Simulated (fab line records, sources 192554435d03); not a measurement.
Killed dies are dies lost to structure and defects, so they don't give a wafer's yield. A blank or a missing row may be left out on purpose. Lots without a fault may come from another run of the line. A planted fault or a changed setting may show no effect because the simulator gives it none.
fab line records | flow n5_finfet
record lots=5 wafers=15 last_day=20
route steps=1938 shown BEOL_M4@1079
lots that met no fault: from a run of the same line without faults
start_h: hours from the record's first day to the start of the lot's first wafer shown | wait_h: hours since the lot's step before | " the same as in the row above | L1.1+2: a row that stands for several wafers | - no value, or no start given | * or withheld: withheld | < > ~ a bound
route shown NAME@n: a module of which the file shows steps, and the number in the route of the first | usual: mean/standard deviation of fault-free wafers | same: alike in all rows | chamber/n: place in a boat | sites: the reading at each site | _std_site: their standard deviation | _edge_site: outer sites' mean less inner sites' | radius_mm: how far each site lies from the wafer's centre | mask NAME#n: copy n | behind: the tool/chamber that last shaped the wafer | hold: why the lot was held/for how many hours/how that ended | device: the transistor (n, p or np) that didn't switch | end of line: the same wafers' tests at the end of the route | a step without rows: its recipe alone | killed: dies lost to structure and defects at the first sort, not the wafer's yield | map: a wafer's dies, x killed, . not, _ none there
set.NAME: the setting as run; set.NAME@STEP: as run at that earlier step | model.NAME: the simulator's own value behind a step, which no gauge read
lots at some steps of the route; a table a step, a row a wafer
services: from which hour (start_h, from the record's first day; less than 0 if before it) a tool's chamber was out of use, for how many hours, and why
## steps
# step N5_BEOL_M4_DEGAS_44
# recipe ambient=vacuum temp_c=250 time_s=60
# usual heater_power_w=333/29
# columns lot.wafer tool chamber start_h wait_h heater_power_w
L075.1 pvd_sputter-03 - 240.58 1.7 359
L075.3 " - " " 305
L075.5 " - " " 351
L082.1 pvd_sputter-02 - 271.55 0.6 345
L082.2 " - " " 331
L082.4 " - " " 303
L086.1 pvd_sputter-03 - 292.25 0.1 365
L086.4 " - " " 303
L086.5 " - " " 296
L090.1 pvd_sputter-03 - 314.15 0.0 303
L090.3 " - " " 359
L090.6 " - " " 305
L094.3 pvd_sputter-03 - 363.97 0.7 298
L094.4 " - " " 355
L094.5 " - " " 293
# step N5_BEOL_M4_PRE_CLEAN_45
# recipe gas=H2/He time_s=30 temp_c=250
# usual heater_power_w=333/28
# columns lot.wafer tool chamber start_h wait_h heater_power_w
L075.1 pvd_sputter-03 - 240.62 0.0 351
L075.3 " - " " 307
L075.5 " - " " 344
L082.1 pvd_sputter-02 - 271.59 0.0 345
L082.2 " - " " 327
L082.4 " - " " 307
L086.1 pvd_sputter-03 - 292.29 0.0 365
L086.4 " - " " 297
L086.5 " - " " 301
L090.1 pvd_sputter-03 - 314.19 0.0 296
L090.3 " - " " 357
L090.6 " - " " 304
L094.3 pvd_sputter-03 - 364.01 0.0 303
L094.4 " - " " 358
L094.5 " - " " 294
# step N5_BEOL_M4_ALD_84
# recipe material=TaN target_thk_a=* temp_c=275 ald_precursor_family=PDMAT ald_co_reactant=NH3 pressure_torr=3 carrier_flow_sccm=1500 pulse_time_s=2 purge_time_s=3 co_reactant_purge_time_s=2 co_reactant_pulse_time_s=3 ald_cycles=30 precursor_vessel_temp_c=75 precursor_vessel_pressure_torr=26.25 precursor_vessel_carrier_sccm=1000
# usual heater_power_w=435/42
# same co_reactant_purge_time_s=2
# columns lot.wafer tool chamber start_h wait_h heater_power_w since_wet_clean_h
L075.1 ald_metal-01 1 240.68 0.0 394 1442
L075.3 " 0 " " 459 1442
L075.5 " 2 " " 379 -
L082.1 ald_metal-02 1 271.65 0.0 431 3011
L082.2 " 2 " " 405 3011
L082.4 " 0 " " 443 3011
L086.1 ald_metal-02 1 292.35 0.0 432 3032
L086.4 " 0 " " 430 3032
L086.5 " 2 " " 416 -
L090.1 ald_metal-01 1 314.25 0.0 397 1516
L090.3 " 2 " " 379 1516
L090.6 " 3 " " 450 -
L094.3 ald_metal-02 3 364.07 0.0 460 3104
L094.4 " 1 " " 428 3104
L094.5 " 0 " " 434 -
# step N5_BEOL_M4_SURFACE_TREAT_85
# recipe gas=Ar time_s=* ion_energy_ev=* ion_current_ma_cm2=0.5 pressure_mtorr=* ar_flow_sccm=30
# usual throttle_valve_pct=*
# columns lot.wafer tool chamber start_h wait_h throttle_valve_pct
L075.1 pvd_sputter-03 - 240.91 0.1 *
L075.3 " - " " *
L075.5 " - " " *
L082.1 pvd_sputter-03 - 271.90 0.1 *
L082.2 " - " " *
L082.4 " - " " *
L086.1 pvd_sputter-02 - 292.62 0.2 *
L086.4 " - " " *
L086.5 " - " " *
L090.1 pvd_sputter-02 - 314.54 0.2 *
L090.3 " - " " *
L090.6 " - " " *
L094.3 pvd_sputter-02 - 364.53 0.4 *
L094.4 " - " " *
L094.5 " - " " *
# step N5_BEOL_M4_CVD_47
# recipe material=Co target_thk_a=30 temp_c=withheld precursor=CCTBA/H2 pressure_torr=30 time_s=223.8
# columns lot.wafer tool chamber start_h wait_h since_wet_clean_h
L075.1 cvd_co-01 1 240.97 0.0 104
L075.3 " 0 " " 1001
L075.5 " 2 " " -
L082.1 cvd_co-01 0 272.01 0.1 1032
L082.2 " 1 " " 135
L082.4 " 1 " " -
L086.1 cvd_co-01 2 292.71 0.1 593
L086.4 " 0 " " -
L086.5 " 1 " " -
L090.1 cvd_co-01 2 314.83 0.3 616
L090.3 " 0 " " 1075
L090.6 " 1 " " -
L094.3 cvd_co-02 1 364.82 0.3 10
L094.4 " 0 " " -
L094.5 " 2 " " -
# step N5_BEOL_M4_SPUTTER_48
# recipe material=Cu target_thk_a=45 temp_c=-20 chamber_pressure_pa=0.07 power_w=withheld time_s=8.29
# usual chuck_gas_flow_sccm=1.27/0.051 throttle_valve_pct=29.9/1.1
# columns lot.wafer tool chamber start_h wait_h chuck_gas_flow_sccm throttle_valve_pct
L075.1 pvd_sputter-01 - 241.14 0.1 1.22 29.7
L075.3 " - " " 1.27 28.5
L075.5 " - " " 1.29 29.7
L082.1 pvd_sputter-03 - 272.24 0.2 1.28 29.1
L082.2 " - " " 1.28 29.4
L082.4 " - " " 1.27 30.7
L086.1 pvd_sputter-03 - 292.87 0.1 1.36 31.2
L086.4 " - " " 1.19 30.6
L086.5 " - " " 1.25 31.3
L090.1 pvd_sputter-02 - 316.42 1.5 1.32 31.0
L090.3 " - " " 1.29 30.2
L090.6 " - " " 1.32 30.2
L094.3 pvd_sputter-02 - 366.57 1.7 1.30 30.7
L094.4 " - " " 1.38 30.0
L094.5 " - " " 1.28 27.4
# step N5_BEOL_M4_ANNEAL_49
# recipe temp_c=400 time_s=240 ambient=vacuum
# usual heater_power_w=836/71 susceptor_temp_C_max=401.0/0.4
# columns lot.wafer tool chamber start_h wait_h heater_power_w susceptor_temp_C_max
L075.1 pvd_sputter-01 - 241.22 0.0 827 400.6
L075.3 " - " " 965 401.0
L075.5 " - " " 825 401.3
L082.1 pvd_sputter-03 - 272.32 0.0 901 401.1
L082.2 " - " " 752 400.8
L082.4 " - " " 889 400.8
L086.1 pvd_sputter-03 - 292.95 0.0 743 402.0
L086.4 " - " " 890 400.7
L086.5 " - " " 721 401.3
L090.1 pvd_sputter-02 - 316.50 0.0 845 400.7
L090.3 " - " " 869 400.7
L090.6 " - " " 863 401.0
L094.3 pvd_sputter-02 - 366.65 0.0 829 400.5
L094.4 " - " " 774 401.0
L094.5 " - " " 882 401.0
# step N5_BEOL_M4_SPUTTER_79
# recipe material=Cu target_thk_a=45 temp_c=-20 chamber_pressure_pa=0.07 power_w=withheld time_s=8.29
# usual chuck_gas_flow_sccm=1.27/0.06 throttle_valve_pct=29.9/1.1
# columns lot.wafer tool chamber start_h wait_h chuck_gas_flow_sccm throttle_valve_pct
L075.1 pvd_sputter-01 - 241.36 0.1 1.21 29.9
L075.3 " - " " 1.23 28.7
L075.5 " - " " 1.24 30.2
L082.1 pvd_sputter-03 - 272.46 0.1 1.23 29.2
L082.2 " - " " 1.19 29.4
L082.4 " - " " 1.21 30.6
L086.1 pvd_sputter-03 - 293.09 0.1 1.31 31.0
L086.4 " - " " 1.21 30.6
L086.5 " - " " 1.35 31.1
L090.1 pvd_sputter-02 - 316.64 0.1 1.19 30.9
L090.3 " - " " 1.34 30.4
L090.6 " - " " 1.31 30.2
L094.3 pvd_sputter-02 - 366.79 0.1 1.23 30.8
L094.4 " - " " 1.24 30.0
L094.5 " - " " 1.28 27.2
# step N5_BEOL_M4_ANNEAL_80
# recipe temp_c=400 time_s=240 ambient=vacuum
# usual heater_power_w=836/71 susceptor_temp_C_max=401.0/0.36
# columns lot.wafer tool chamber start_h wait_h heater_power_w susceptor_temp_C_max
L075.1 pvd_sputter-01 - 241.44 0.0 823 400.0
L075.3 " - " " 942 401.3
L075.5 " - " " 820 400.9
L082.1 pvd_sputter-03 - 272.54 0.0 929 400.7
L082.2 " - " " 744 401.0
L082.4 " - " " 879 400.6
L086.1 pvd_sputter-03 - 293.17 0.0 722 401.0
L086.4 " - " " 873 401.0
L086.5 " - " " 746 401.5
L090.1 pvd_sputter-02 - 316.72 0.0 840 401.0
L090.3 " - " " 860 400.7
L090.6 " - " " 848 400.8
L094.3 pvd_sputter-02 - 366.87 0.0 861 400.7
L094.4 " - " " 759 400.7
L094.5 " - " " 847 401.0
# step N5_BEOL_M4_SPUTTER_81
# recipe material=Cu target_thk_a=45 temp_c=-20 chamber_pressure_pa=0.07 power_w=withheld time_s=8.29
# usual chuck_gas_flow_sccm=1.26/0.061 throttle_valve_pct=29.9/1.1
# columns lot.wafer tool chamber start_h wait_h chuck_gas_flow_sccm throttle_valve_pct
L075.1 pvd_sputter-01 - 241.58 0.1 1.19 30.0
L075.3 " - " " 1.18 28.6
L075.5 " - " " 1.32 29.6
L082.1 pvd_sputter-03 - 272.68 0.1 1.22 29.0
L082.2 " - " " 1.32 29.5
L082.4 " - " " 1.20 30.4
L086.1 pvd_sputter-03 - 293.31 0.1 1.28 31.1
L086.4 " - " " 1.30 30.7
L086.5 " - " " 1.24 31.3
L090.1 pvd_sputter-02 - 316.86 0.1 1.21 30.6
L090.3 " - " " 1.30 30.2
L090.6 " - " " 1.36 30.3
L094.3 pvd_sputter-02 - 367.01 0.1 1.25 30.7
L094.4 " - " " 1.36 30.1
L094.5 " - " " 1.18 27.3
# step N5_BEOL_M4_ANNEAL_82
# recipe temp_c=400 time_s=240 ambient=vacuum
# usual heater_power_w=836/70 susceptor_temp_C_max=401.0/0.4
# columns lot.wafer tool chamber start_h wait_h heater_power_w susceptor_temp_C_max
L075.1 pvd_sputter-01 - 241.66 0.0 812 400.7
L075.3 " - " " 906 400.9
L075.5 " - " " 807 401.3
L082.1 pvd_sputter-03 - 272.76 0.0 890 400.9
L082.2 " - " " 741 401.0
L082.4 " - " " 892 400.5
L086.1 pvd_sputter-03 - 293.39 0.0 743 401.2
L086.4 " - " " 880 400.7
L086.5 " - " " 760 401.1
L090.1 pvd_sputter-02 - 316.94 0.0 818 400.9
L090.3 " - " " 855 400.6
L090.6 " - " " 847 400.5
L094.3 pvd_sputter-02 - 367.09 0.0 825 400.4
L094.4 " - " " 747 400.7
L094.5 " - " " 839 401.2
# step N5_BEOL_M4_SPUTTER_86
# recipe material=Cu target_thk_a=45 temp_c=-20 chamber_pressure_pa=0.07 power_w=withheld time_s=8.29
# usual chuck_gas_flow_sccm=1.27/0.055 throttle_valve_pct=29.8/1.1
# columns lot.wafer tool chamber start_h wait_h chuck_gas_flow_sccm throttle_valve_pct
L075.1 pvd_sputter-01 - 241.80 0.1 1.41 29.5
L075.3 " - " " 1.19 28.6
L075.5 " - " " 1.29 29.8
L082.1 pvd_sputter-03 - 272.90 0.1 1.31 29.0
L082.2 " - " " 1.40 29.8
L082.4 " - " " 1.18 30.6
L086.1 pvd_sputter-03 - 293.53 0.1 1.30 31.1
L086.4 " - " " 1.21 30.5
L086.5 " - " " 1.24 31.4
L090.1 pvd_sputter-02 - 317.08 0.1 1.18 30.9
L090.3 " - " " 1.16 30.3
L090.6 " - " " 1.26 30.5
L094.3 pvd_sputter-02 - 367.23 0.1 1.27 30.9
L094.4 " - " " 1.23 30.3
L094.5 " - " " 1.28 27.5
# step N5_BEOL_M4_ANNEAL_87
# recipe temp_c=400 time_s=240 ambient=vacuum
# usual heater_power_w=836/71 susceptor_temp_C_max=401.0/0.43
# columns lot.wafer tool chamber start_h wait_h heater_power_w susceptor_temp_C_max
L075.1 pvd_sputter-01 - 241.88 0.0 826 401.0
L075.3 " - " " 920 400.7
L075.5 " - " " 836 400.8
L082.1 pvd_sputter-03 - 272.98 0.0 915 400.8
L082.2 " - " " 734 400.6
L082.4 " - " " 908 401.0
L086.1 pvd_sputter-03 - 293.61 0.0 744 401.5
L086.4 " - " " 884 400.8
L086.5 " - " " 758 401.9
L090.1 pvd_sputter-02 - 317.16 0.0 854 400.6
L090.3 " - " " 861 400.8
L090.6 " - " " 854 400.9
L094.3 pvd_sputter-02 - 367.31 0.0 806 400.9
L094.4 " - " " 778 400.7
L094.5 " - " " 831 400.8
# step N5_BEOL_M4_SPUTTER_88
# recipe material=Cu target_thk_a=45 temp_c=-20 chamber_pressure_pa=0.07 power_w=withheld time_s=8.29
# usual chuck_gas_flow_sccm=1.27/0.053 throttle_valve_pct=29.8/1.1
# columns lot.wafer tool chamber start_h wait_h chuck_gas_flow_sccm throttle_valve_pct
L075.1 pvd_sputter-01 - 242.02 0.1 1.29 29.6
L075.3 " - " " 1.22 29.0
L075.5 " - " " 1.19 29.8
L082.1 pvd_sputter-03 - 273.12 0.1 1.25 29.2
L082.2 " - " " 1.21 29.8
L082.4 " - " " 1.26 30.7
L086.1 pvd_sputter-03 - 293.75 0.1 1.25 31.0
L086.4 " - " " 1.30 30.7
L086.5 " - " " 1.28 31.0
L090.1 pvd_sputter-02 - 317.30 0.1 1.19 30.9
L090.3 " - " " 1.34 30.3
L090.6 " - " " 1.30 30.5
L094.3 pvd_sputter-02 - 367.45 0.1 1.28 30.9
L094.4 " - " " 1.21 30.2
L094.5 " - " " 1.32 27.3
# step N5_BEOL_M4_ANNEAL_89
# recipe temp_c=400 time_s=240 ambient=vacuum
# usual heater_power_w=837/71 susceptor_temp_C_max=401.0/0.39
# columns lot.wafer tool chamber start_h wait_h heater_power_w susceptor_temp_C_max
L075.1 pvd_sputter-01 - 242.10 0.0 838 400.9
L075.3 " - " " 951 401.0
L075.5 " - " " 819 400.9
L082.1 pvd_sputter-03 - 273.20 0.0 908 400.7
L082.2 " - " " 754 401.0
L082.4 " - " " 899 400.8
L086.1 pvd_sputter-03 - 293.83 0.0 768 402.1
L086.4 " - " " 883 401.0
L086.5 " - " " 746 401.7
L090.1 pvd_sputter-02 - 317.38 0.0 804 400.5
L090.3 " - " " 864 400.9
L090.6 " - " " 874 401.0
L094.3 pvd_sputter-02 - 367.53 0.0 848 400.7
L094.4 " - " " 769 400.8
L094.5 " - " " 873 400.9
# step N5_BEOL_M4_SPUTTER_90
# recipe material=Cu target_thk_a=45 temp_c=-20 chamber_pressure_pa=0.07 power_w=withheld time_s=8.29
# usual chuck_gas_flow_sccm=1.26/0.061 throttle_valve_pct=29.8/1.1
# columns lot.wafer tool chamber start_h wait_h chuck_gas_flow_sccm throttle_valve_pct
L075.1 pvd_sputter-01 - 242.24 0.1 1.25 29.6
L075.3 " - " " 1.26 28.7
L075.5 " - " " 1.28 29.8
L082.1 pvd_sputter-03 - 273.34 0.1 1.21 29.0
L082.2 " - " " 1.34 29.7
L082.4 " - " " 1.14 30.6
L086.1 pvd_sputter-03 - 293.97 0.1 1.23 31.1
L086.4 " - " " 1.30 30.8
L086.5 " - " " 1.22 31.2
L090.1 pvd_sputter-02 - 317.52 0.1 1.24 30.9
L090.3 " - " " 1.35 30.5
L090.6 " - " " 1.24 30.0
L094.3 pvd_sputter-02 - 367.67 0.1 1.32 30.8
L094.4 " - " " 1.18 30.0
L094.5 " - " " 1.29 27.4
# step N5_BEOL_M4_ANNEAL_91
# recipe temp_c=400 time_s=240 ambient=vacuum
# usual heater_power_w=835/69 susceptor_temp_C_max=401.0/0.39
# columns lot.wafer tool chamber start_h wait_h heater_power_w susceptor_temp_C_max
L075.1 pvd_sputter-01 - 242.32 0.0 822 401.1
L075.3 " - " " 932 401.2
L075.5 " - " " 831 401.0
L082.1 pvd_sputter-03 - 273.42 0.0 893 400.5
L082.2 " - " " 738 401.0
L082.4 " - " " 870 400.8
L086.1 pvd_sputter-03 - 294.05 0.0 750 401.4
L086.4 " - " " 896 400.5
L086.5 " - " " 738 401.3
L090.1 pvd_sputter-02 - 317.60 0.0 842 400.8
L090.3 " - " " 855 400.9
L090.6 " - " " 861 401.3
L094.3 pvd_sputter-02 - 367.75 0.0 838 400.8
L094.4 " - " " 765 400.9
L094.5 " - " " 831 401.1
# step N5_BEOL_M4_SPUTTER_92
# recipe material=Cu target_thk_a=45 temp_c=-20 chamber_pressure_pa=0.07 power_w=withheld time_s=8.29
# usual chuck_gas_flow_sccm=1.27/0.05 throttle_valve_pct=29.9/1.1
# columns lot.wafer tool chamber start_h wait_h chuck_gas_flow_sccm throttle_valve_pct
L075.1 pvd_sputter-01 - 242.46 0.1 1.19 29.7
L075.3 " - " " 1.35 28.8
L075.5 " - " " 1.29 29.7
L082.1 pvd_sputter-03 - 273.56 0.1 1.27 29.0
L082.2 " - " " 1.31 29.8
L082.4 " - " " 1.24 30.7
L086.1 pvd_sputter-03 - 294.19 0.1 1.28 31.1
L086.4 " - " " 1.35 30.4
L086.5 " - " " 1.25 31.2
L090.1 pvd_sputter-02 - 317.74 0.1 1.32 30.6
L090.3 " - " " 1.24 30.2
L090.6 " - " " 1.32 30.2
L094.3 pvd_sputter-02 - 367.89 0.1 1.37 30.8
L094.4 " - " " 1.28 29.7
L094.5 " - " " 1.24 27.5
# step N5_BEOL_M4_ANNEAL_93
# recipe temp_c=400 time_s=240 ambient=vacuum
# usual heater_power_w=836/73 susceptor_temp_C_max=401.0/0.41
# columns lot.wafer tool chamber start_h wait_h heater_power_w susceptor_temp_C_max
L075.1 pvd_sputter-01 - 242.54 0.0 830 401.6
L075.3 " - " " 914 401.1
L075.5 " - " " 815 401.3
L082.1 pvd_sputter-03 - 273.64 0.0 865 401.2
L082.2 " - " " 734 400.7
L082.4 " - " " 881 401.2
L086.1 pvd_sputter-03 - 294.27 0.0 730 401.8
L086.4 " - " " 905 400.7
L086.5 " - " " 755 401.6
L090.1 pvd_sputter-02 - 317.82 0.0 812 400.6
L090.3 " - " " 867 401.3
L090.6 " - " " 864 401.3
L094.3 pvd_sputter-02 - 367.97 0.0 816 400.8
L094.4 " - " " 764 401.0
L094.5 " - " " 850 401.1
# step N5_BEOL_M4_SPUTTER_94
# recipe material=Cu target_thk_a=45 temp_c=-20 chamber_pressure_pa=0.07 power_w=withheld time_s=8.29
# usual chuck_gas_flow_sccm=1.27/0.054 throttle_valve_pct=29.9/1.1
# columns lot.wafer tool chamber start_h wait_h chuck_gas_flow_sccm throttle_valve_pct
L075.1 pvd_sputter-01 - 242.68 0.1 1.32 29.8
L075.3 " - " " 1.24 28.9
L075.5 " - " " 1.31 29.5
L082.1 pvd_sputter-03 - 273.78 0.1 1.29 29.1
L082.2 " - " " 1.37 29.5
L082.4 " - " " 1.25 30.4
L086.1 pvd_sputter-03 - 294.41 0.1 1.36 31.1
L086.4 " - " " 1.28 30.5
L086.5 " - " " 1.24 31.2
L090.1 pvd_sputter-02 - 317.96 0.1 1.27 31.0
L090.3 " - " " 1.37 30.3
L090.6 " - " " 1.29 30.3
L094.3 pvd_sputter-02 - 368.11 0.1 1.22 30.9
L094.4 " - " " 1.21 30.2
L094.5 " - " " 1.29 27.2
# step N5_BEOL_M4_ANNEAL_95
# recipe temp_c=400 time_s=240 ambient=vacuum
# usual heater_power_w=836/71 susceptor_temp_C_max=401.1/0.39
# columns lot.wafer tool chamber start_h wait_h heater_power_w susceptor_temp_C_max
L075.1 pvd_sputter-01 - 242.76 0.0 831 401.1
L075.3 " - " " 913 401.7
L075.5 " - " " 802 401.4
L082.1 pvd_sputter-03 - 273.86 0.0 886 400.8
L082.2 " - " " 732 401.0
L082.4 " - " " 901 400.5
L086.1 pvd_sputter-03 - 294.49 0.0 751 401.5
L086.4 " - " " 880 400.7
L086.5 " - " " 751 401.3
L090.1 pvd_sputter-02 - 318.04 0.0 845 400.7
L090.3 " - " " 839 401.1
L090.6 " - " " 841 401.1
L094.3 pvd_sputter-02 - 368.19 0.0 825 400.9
L094.4 " - " " 747 401.1
L094.5 " - " " 838 400.6
# step N5_BEOL_M4_SPUTTER_96
# recipe material=Cu target_thk_a=45 temp_c=-20 chamber_pressure_pa=0.07 power_w=withheld time_s=8.29
# usual chuck_gas_flow_sccm=1.26/0.052 throttle_valve_pct=29.8/1.1
# columns lot.wafer tool chamber start_h wait_h chuck_gas_flow_sccm throttle_valve_pct
L075.1 pvd_sputter-01 - 242.90 0.1 1.30 29.5
L075.3 " - " " 1.18 28.7
L075.5 " - " " 1.24 29.7
L082.1 pvd_sputter-03 - 274.00 0.1 1.24 29.1
L082.2 " - " " 1.26 29.9
L082.4 " - " " 1.13 30.4
L086.1 pvd_sputter-03 - 294.63 0.1 1.21 31.0
L086.4 " - " " 1.30 30.8
L086.5 " - " " 1.27 31.1
L090.1 pvd_sputter-02 - 318.18 0.1 1.26 31.0
L090.3 " - " " 1.29 30.2
L090.6 " - " " 1.27 30.4
L094.3 pvd_sputter-02 - 368.33 0.1 1.22 30.9
L094.4 " - " " 1.27 30.0
L094.5 " - " " 1.28 27.5
# step N5_BEOL_M4_ECD_50
# recipe material=Cu target_thk_a=3000
# columns lot.wafer tool chamber start_h wait_h
L075.1+3+5 ecd_cu-02 0 243.10 0.2
L082.1+2+4 ecd_cu-02 0,1,0 274.12 0.1
L086.1+4+5 ecd_cu-02 0,1,1 294.75 0.1
L090.1+3+6 ecd_cu-01 0,1,1 318.30 0.1
L094.3+4+5 ecd_cu-02 0,1,0 368.47 0.1
# step N5_BEOL_M4_ANNEAL_51
# recipe temp_c=225 time_s=90 ambient=N2
# usual anneal_temp_c=225.01/0.17 wafer_temp_C_max=226.00/0.23
# columns lot.wafer tool chamber start_h wait_h anneal_temp_c wafer_temp_C_max
L075.1 rtp_anneal-01 0 243.39 0.3 224.84 226.20
L075.3 " 0 " " 225.16 226.11
L075.5 " 0 " " 224.94 225.84
L082.1 rtp_anneal-02 0 274.59 0.5 224.95 225.79
L082.2 " 0 " " 224.73 226.12
L082.4 " 0 " " 224.90 225.93
L086.1 rtp_anneal-02 0 294.83 0.1 225.00 226.20
L086.4 " 0 " " 225.07 226.41
L086.5 " 0 " " 224.97 226.38
L090.1 rtp_anneal-02 0 318.38 0.1 225.08 226.10
L090.3 " 0 " " 224.99 225.86
L090.6 " 0 " " 225.11 225.75
L094.3 rtp_anneal-02 0 368.62 0.1 225.19 225.94
L094.4 " 0 " " 225.23 226.17
L094.5 " 0 " " 225.26 226.24
# step N5_BEOL_M4_CMP_52
# recipe stop_on=SiOC t_overpolish_s=6.8 down_force_psi=1 platen_rpm=50 clearing_platen_down_force_psi=1.5 clearing_platen_rpm=50 post_cmp_clean=cu_alkaline target_thk_nm=40 clearing_platen_pad_velocity_m_s=0.99484 pad_velocity_m_s=0.99484
# usual barrier_field_endpoint_s=24.6/0.64 head_pressure_psi=1.0003/0.0021 motor_current_A=6.3/0.76 overpolish_run_s=6.800/0.0088 platen_rpm=50.00/0.031 slurry_flow_ml_min=150.0/0.52 time_to_endpoint_s=61.8/2.6
# columns lot.wafer tool chamber start_h wait_h barrier_field_endpoint_s head_pressure_psi motor_current_A overpolish_run_s platen_rpm slurry_flow_ml_min time_to_endpoint_s
L075.3 cmp-02 1 243.80 0.3 26.1 0.9992 4.9 6.815 50.00 150.3 70.2
L075.1 " 2 " " 25.4 1.0046 6.9 6.797 50.00 150.0 64.1
L075.5 " 1 " " 26.1 0.9994 5.1 6.793 49.98 150.6 65.5
L082.4 cmp-03 0 274.93 0.2 24.4 1.0033 6.3 6.790 50.02 150.2 60.3
L082.2 " 1 " " 24.5 0.9987 6.1 6.798 50.03 149.8 62.7
L082.1 " 2 " " 24.5 1.0006 6.7 6.794 49.97 148.6 60.5
L086.1 cmp-02 0 295.13 0.3 25.7 1.0023 7.5 6.813 49.98 150.1 62.6
L086.4 " 3 " " 25.0 1.0002 5.6 6.803 49.99 150.0 60.4
L086.5 " 1 " " 26.5 0.9984 5.1 6.809 50.03 150.0 63.5
L090.1 cmp-04 2 318.68 0.3 24.7 1.0001 5.5 6.801 49.98 149.6 61.3
L090.3 " 1 " " 24.2 1.0033 6.4 6.800 50.03 150.6 57.6
L090.6 " 3 " " 25.3 1.0011 6.1 6.798 50.04 149.8 60.1
L094.4 cmp-02 0 368.90 0.2 24.0 1.0001 7.5 6.799 50.01 149.5 62.6
L094.3 " 1 " " 24.3 0.9999 5.0 6.800 50.02 150.4 64.8
L094.5 " 2 " " 24.2 1.0020 7.0 6.805 50.02 150.6 58.9
# step N5_BEOL_M4_THK_MEAS_53
# recipe thk_meas_gauge=xrf reads=Cu_of_BEOL_M4_ECD_50
# usual M4_THK=40.4/1.3
# columns lot.wafer tool chamber start_h wait_h M4_THK[nm]
L075.1 film_metro-01 - 244.09 - 41.2
L075.3 " - " " 41.0
L075.5 " - " " 40.0
L082.1 film_metro-01 - 275.18 - 39.1
L082.2 " - " " 40.9
L082.4 " - " " 39.8
L086.1 film_metro-02 - 295.42 - 41.2
L086.4 " - " " 42.8
L086.5 " - " " 40.9
L090.1 film_metro-02 - 318.97 - 40.5
L090.3 " - " " 37.9
L090.6 " - " " 40.0
L094.3 film_metro-01 - 369.12 - 40.6
L094.4 " - " " 41.9
L094.5 " - " " 39.9
# step N5_BEOL_M4_PRE_CLEAN_60
# recipe gas=NH3/H2 time_s=15 temp_c=* rf_power_w=300
# usual heater_power_w=91/8
# columns lot.wafer tool chamber start_h wait_h heater_power_w since_wet_clean_h
L075.1 cvd_co-01 2 244.13 0.0 87 545
L075.3 " 1 " " 89 107
L075.5 " 0 " " 94 -
L082.1 cvd_co-02 1 275.22 0.0 89 1254
L082.2 " 2 " " 80 357
L082.4 " 2 " " 81 -
L086.1 cvd_co-02 0 295.46 0.0 105 837
L086.4 " 0 " " 102 -
L086.5 " 1 " " 89 -
L090.1 cvd_co-01 2 319.01 0.0 89 620
L090.3 " 1 " " 92 182
L090.6 " 2 " " 93 -
L094.3 cvd_co-02 0 369.16 0.0 107 910
L094.4 " 2 " " 83 -
L094.5 " 0 " " 108 -
# step N5_BEOL_M4_CO_CAP_55
# recipe material=Co target_thk_a=20 temp_c=200 precursor=CCTBA/H2 pressure_torr=30 time_s=102.1
# usual heater_power_w=244/11
# columns lot.wafer tool chamber start_h wait_h heater_power_w since_wet_clean_h
L075.1 cvd_co-01 2 244.17 0.0 242 545
L075.3 " 1 " " 243 108
L075.5 " 0 " " 244 -
L082.1 cvd_co-02 1 275.26 0.0 239 1254
L082.2 " 2 " " 233 357
L082.4 " 2 " " 233 -
L086.1 cvd_co-02 0 295.50 0.0 262 837
L086.4 " 0 " " 259 -
L086.5 " 1 " " 249 -
L090.1 cvd_co-01 2 319.05 0.0 246 620
L090.3 " 1 " " 242 182
L090.6 " 2 " " 241 -
L094.3 cvd_co-02 0 369.20 0.0 260 911
L094.4 " 2 " " 230 -
L094.5 " 0 " " 270 -
# step N5_BEOL_M4_PRE_CLEAN_56
# recipe gas=NH3 time_s=15 temp_c=withheld rf_power_w=300
# columns lot.wafer tool chamber start_h wait_h since_wet_clean_h
L075.1 pecvd-02 2 244.26 0.1 557
L075.3 " 0 " " 1311
L075.5 " 1 " " -
L082.1 pecvd-01 1 275.35 0.1 1704
L082.2 " 0 " " 979
L082.4 " 0 " " -
L086.1 pecvd-04 0 295.59 0.1 1181
L086.4 " 1 " " -
L086.5 " 2 " " -
L090.1 pecvd-04 1 319.14 0.1 1929
L090.3 " 2 " " 446
L090.6 " 1 " " -
L094.3 pecvd-01 1 369.29 0.1 1798
L094.4 " 1 " " -
L094.5 " 0 " " -
# step N5_BEOL_M4_DEP_57
# recipe material=SiCN target_thk_a=80 temp_c=withheld precursor=3MS/NH3 pressure_torr=3 rf_w=202 time_s=14
# usual showerhead_plenum_p_Torr=3.656/0.01 throttle_valve_pct=9.0/0.37
# columns lot.wafer tool chamber start_h wait_h showerhead_plenum_p_Torr since_wet_clean_h throttle_valve_pct
L075.1 pecvd-02 2 244.28 0.0 3.661 557 8.7
L075.3 " 0 " " 3.651 1311 9.3
L075.5 " 1 " " 3.638 - 9.2
L082.1 pecvd-01 1 275.37 0.0 3.652 1704 9.7
L082.2 " 0 " " 3.652 979 8.8
L082.4 " 0 " " 3.670 - 8.9
L086.1 pecvd-04 0 295.61 0.0 3.659 1181 9.1
L086.4 " 1 " " 3.663 - 9.2
L086.5 " 2 " " 3.661 - 8.9
L090.1 pecvd-04 1 319.17 0.0 3.667 1929 9.2
L090.3 " 2 " " 3.654 446 9.0
L090.6 " 1 " " 3.665 - 9.1
L094.3 pecvd-01 1 369.32 0.0 3.663 1798 9.1
L094.4 " 1 " " 3.649 - 9.4
L094.5 " 0 " " 3.671 - 8.1
## services
# columns tool chamber start_h hours kind
ecd_cu-01 - 229.90 0.4 repair
cmp-03 - 230.10 4.0 pm
pecvd-02 - 239.28 0.8 repair
pecvd-01 - 242.61 1.4 repair
cmp-03 - 246.85 3.4 repair
cmp-04 - 247.41 4.0 pm
ald_metal-02 - 248.04 8.7 pm
pecvd-01 1 252.95 6.0 repair
cmp-03 - 262.37 2.5 repair
ald_metal-02 3 264.80 3.0 repair
ecd_cu-01 - 267.58 4.6 pm
ecd_cu-01 - 272.30 4.7 repair
pecvd-04 2 280.44 5.3 repair
ecd_cu-02 - 283.48 4.1 repair
ecd_cu-01 - 296.99 1.2 repair
cvd_co-02 0 299.90 16.5 repair
ald_metal-02 - 301.82 2.9 repair
cmp-03 - 312.21 3.3 pm
cmp-02 - 319.57 0.9 repair
ecd_cu-02 - 321.67 1.0 repair
ald_metal-01 - 335.40 2.4 repair
cmp-02 - 343.07 2.4 repair
cmp-02 - 349.95 2.2 repair
pecvd-02 - 364.95 0.5 repair
## key
fault none
